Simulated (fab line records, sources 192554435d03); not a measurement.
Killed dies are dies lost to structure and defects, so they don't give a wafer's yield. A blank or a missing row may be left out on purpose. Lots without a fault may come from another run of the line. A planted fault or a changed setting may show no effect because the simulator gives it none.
Which tool did it? | flow n5_finfet | 11 lots, 31 wafers sampled, at 1 step of a route of 1938

WHAT THE GAUGES READ, wafer by wafer
N5_MOL_CONTACT_COAG_OVL_MEAS_09. Usual: CA_OVL -0.1 nm, standard deviation 0.65.
lot  | measured     | on         | CA_OVL (nm)    | flag
L483 | day 5 15:29  | overlay-02 | 0.9 1.2 0.9    |
L486 | day 6 12:50  | overlay-01 | -0.4 -0.5 0.0  |
L487 | day 6 22:36  | overlay-02 | -0.2 -0.1 0.5  |
L488 | day 7 04:29  | overlay-02 | 0.4 0.1        |
L489 | day 7 15:25  | overlay-01 | -0.6 -0.3 -0.8 |
L490 | day 7 22:13  | overlay-02 | 0.2 -0.1 -0.5  |
L498 | day 9 13:24  | overlay-01 | 0.2 -0.4 0.5   |
L499 | day 9 21:15  | overlay-01 | 0.9 0.2 0.7    |
L500 | day 9 21:31  | overlay-02 | 0.4 0.4 0.7    |
L501 | day 10 07:21 | overlay-01 | 0.2 0.3        |
L502 | day 10 13:43 | overlay-01 | 0.1 0.0 -1.4   |

WHICH TOOL RAN EACH LOT (tool, then ch and the chambers of the sampled wafers, then the start)
The record holds no process step before these readings.

WHAT THE TOOLS THEMSELVES READ (means of the sampled wafers that have a number; where no wafer has one, the mark that the record gives instead)
The record holds no such reading with a usual standard deviation.

THE ANSWER, worked out from the rows above alone
Rule: a lot is off if the mean of its wafers that have a number lies more than 3 standard deviations from the usual mean. A lot without any number at a reading at which 4 lots or more have one is off too. The other lots that the step has rows for count as sound. The gauges are gone through in route order, then the tools' own readings, and for those a lot's mean is taken as printed above. The first step at which some lot is off is used, and at that step the reading that is off furthest; a lot without a number counts as furthest.
No lot is off at any reading shown: from this, nothing can be told.

WHAT THE SIMULATOR HAD PUT IN
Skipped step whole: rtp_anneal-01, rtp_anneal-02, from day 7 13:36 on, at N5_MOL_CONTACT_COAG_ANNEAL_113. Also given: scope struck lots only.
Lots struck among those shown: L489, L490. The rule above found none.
